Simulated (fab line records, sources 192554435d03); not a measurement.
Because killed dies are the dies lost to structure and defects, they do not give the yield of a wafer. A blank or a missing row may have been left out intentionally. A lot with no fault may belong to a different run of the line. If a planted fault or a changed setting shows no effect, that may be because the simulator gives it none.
Chamber matching || flow n5_finfet || N5_BEOL_M0_SAQP_ALD_48 on ald_sin-03 has 4 sister chambers
The step deposits SiO2, target thk 20 nm, pulse time 1 s, co reactant pulse time 1 s. 22 wafers are shown with their chamber, then 11 later ones without.

WAFERS, EACH WITH ITS CHAMBER
{"wafer": "L076.1", "chamber": 0, "heater_power_w (W)": 75, "precursor_pulse_height_rel": 0.983}
{"wafer": "L076.3", "chamber": 2, "heater_power_w (W)": 72, "precursor_pulse_height_rel": 1.037}
{"wafer": "L076.5", "chamber": 1, "heater_power_w (W)": 85, "precursor_pulse_height_rel": 1.015}
{"wafer": "L079.2", "chamber": 0, "heater_power_w (W)": 75, "precursor_pulse_height_rel": 0.986}
{"wafer": "L079.4", "chamber": 2, "heater_power_w (W)": 72, "precursor_pulse_height_rel": 0.973}
{"wafer": "L079.5", "chamber": 0, "heater_power_w (W)": 74, "precursor_pulse_height_rel": 1.039}
{"wafer": "L080.1", "chamber": 1, "heater_power_w (W)": 85, "precursor_pulse_height_rel": 1.031}
{"wafer": "L080.4", "chamber": 3, "heater_power_w (W)": 86, "precursor_pulse_height_rel": 1.017}
{"wafer": "L080.6", "chamber": 1, "heater_power_w (W)": 85, "precursor_pulse_height_rel": 0.940}
{"wafer": "L082.2", "chamber": 0, "heater_power_w (W)": 74, "precursor_pulse_height_rel": 1.008}
{"wafer": "L082.3", "chamber": 3, "heater_power_w (W)": 86, "precursor_pulse_height_rel": 0.981}
{"wafer": "L082.6", "chamber": 1, "heater_power_w (W)": 85, "precursor_pulse_height_rel": 0.984}
{"wafer": "L083.3", "chamber": 2, "heater_power_w (W)": 72, "precursor_pulse_height_rel": 1.026}
{"wafer": "L083.4", "chamber": 0, "heater_power_w (W)": 76, "precursor_pulse_height_rel": 1.003}
{"wafer": "L083.5", "chamber": 0, "heater_power_w (W)": 74, "precursor_pulse_height_rel": 0.991}
{"wafer": "L085.2", "chamber": 0, "heater_power_w (W)": 74, "precursor_pulse_height_rel": 0.980}
{"wafer": "L085.4", "chamber": 3, "heater_power_w (W)": 87, "precursor_pulse_height_rel": 0.981}
{"wafer": "L085.5", "chamber": 3, "heater_power_w (W)": 88, "precursor_pulse_height_rel": 0.994}
{"wafer": "L086.1", "chamber": 2, "heater_power_w (W)": 71, "precursor_pulse_height_rel": 0.971}
{"wafer": "L086.2", "chamber": 0, "heater_power_w (W)": 73, "precursor_pulse_height_rel": 1.018}
{"wafer": "L086.6", "chamber": 1, "heater_power_w (W)": 85, "precursor_pulse_height_rel": 0.994}
{"wafer": "L087.1", "chamber": 2, "heater_power_w (W)": 71, "precursor_pulse_height_rel": 0.989}

SIGNATURES (averages over the wafers above)
{"reading": "heater_power_w", "chamber 0": 74.38, "chamber 1": 85.00, "chamber 2": 71.60, "chamber 3": 86.75, "scatter within a chamber": 0.739}
{"reading": "precursor_pulse_height_rel", "chamber 0": 1.00100, "chamber 1": 0.99280, "chamber 2": 0.99920, "chamber 3": 0.99325, "scatter within a chamber": 0.0261}
Rule: a wafer's distance from a chamber is the root of the sum, over the readings, of the square of ((its reading less the chamber's mean) divided by the reading's scatter). If the next closest chamber is less than 2 further off than the closest, the wafer can't be placed; otherwise it belongs to the closest. The scatter: the root of (the sum of the squares of (reading less its chamber's mean) over the shown wafers, divided by (wafers less chambers)).

WAFERS WHOSE CHAMBER IS MISSING
{"wafer": "L087.2", "heater_power_w (W)": 76, "precursor_pulse_height_rel": 0.989}
{"wafer": "L087.3", "heater_power_w (W)": 86, "precursor_pulse_height_rel": 1.003}
{"wafer": "L089.1", "heater_power_w (W)": 75, "precursor_pulse_height_rel": 1.043}
{"wafer": "L089.3", "heater_power_w (W)": 86, "precursor_pulse_height_rel": 1.016}
{"wafer": "L089.6", "heater_power_w (W)": 72, "precursor_pulse_height_rel": 1.006}
{"wafer": "L090.3", "heater_power_w (W)": 87, "precursor_pulse_height_rel": 1.000}
{"wafer": "L090.4", "heater_power_w (W)": 88, "precursor_pulse_height_rel": 0.996}
{"wafer": "L090.6", "heater_power_w (W)": 85, "precursor_pulse_height_rel": 1.013}
{"wafer": "L094.1", "heater_power_w (W)": 71, "precursor_pulse_height_rel": 0.968}
{"wafer": "L094.4", "heater_power_w (W)": 84, "precursor_pulse_height_rel": 1.029}
{"wafer": "L094.6", "heater_power_w (W)": 85, "precursor_pulse_height_rel": 0.989}

WHICH CHAMBER EACH ONE RAN IN
{"wafer": "L087.2", "from the rows above": 0, "in truth": 0}
{"wafer": "L087.3", "from the rows above": "can't be placed: 3 or 1", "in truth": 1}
{"wafer": "L089.1", "from the rows above": 0, "in truth": 0}
{"wafer": "L089.3", "from the rows above": "can't be placed: 3 or 1", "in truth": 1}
{"wafer": "L089.6", "from the rows above": 2, "in truth": 2}
{"wafer": "L090.3", "from the rows above": 3, "in truth": 3}
{"wafer": "L090.4", "from the rows above": 3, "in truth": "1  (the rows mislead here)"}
{"wafer": "L090.6", "from the rows above": "can't be placed: 1 or 3", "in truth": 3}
{"wafer": "L094.1", "from the rows above": 2, "in truth": 2}
{"wafer": "L094.4", "from the rows above": 1, "in truth": 1}
{"wafer": "L094.6", "from the rows above": 1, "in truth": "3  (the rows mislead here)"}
Placed correctly: 6 of 11. These rows do not allow placing 3 (true chamber among the candidates in 3). Placed wrongly: 2.
